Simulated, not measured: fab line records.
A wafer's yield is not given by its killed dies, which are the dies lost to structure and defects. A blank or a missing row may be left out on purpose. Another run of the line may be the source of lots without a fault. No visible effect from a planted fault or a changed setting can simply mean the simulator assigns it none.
Chamber matching    flow nand harc    NHARC_A_CONTACT_ETCH_31 on rie diel-12 has 4 sister chambers
The step etches the open film in O2/COS, target depth 2000 nm, time 520 s. 4 wafers are shown with their chamber, then 8 later ones without.

## WAFERS, EACH WITH ITS CHAMBER
wafer   chamber  showerhead plenum p Torr (Torr)
L107.1  3        3.00
L107.3  0        3.25
L107.6  1        3.08
L110.2  2        3.00

## WAFERS MISSING THEIR CHAMBER
wafer   showerhead plenum p Torr (Torr)
L110.3  3.25
L110.6  3.08
L111.2  3.25
L111.3  3.08
L111.4  3.00
L112.1  3.08
L112.2  3.25
L112.4  2.99

## WHICH CHAMBER EACH ONE RAN IN
wafer   from the rows above      in truth
L110.3  0                        0
L110.6  1                        1
L111.2  0                        0
L111.3  1                        1
L111.4  can't be placed: 2 or 3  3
L112.1  1                        1
L112.2  0                        0
L112.4  can't be placed: 2 or 3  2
Placed correctly: 6 of 8. Unplaceable from these rows: 2, with the true chamber sitting among the candidates in 2. Placed wrongly: 0.
How it was worked out, from the rows above alone: a wafer's distance from a chamber is the root of the sum, over the readings, of the square of ((its reading less the chamber's mean) divided by the reading's scatter). If the next closest chamber is less than 2 further off than the closest, the wafer can't be placed; otherwise it belongs to the closest. The mean given for a chamber averages the wafers shown for that chamber. The scatter: with one shown wafer a chamber, the root of the mean of the squares of how far each hidden wafer lies from its nearest shown one.
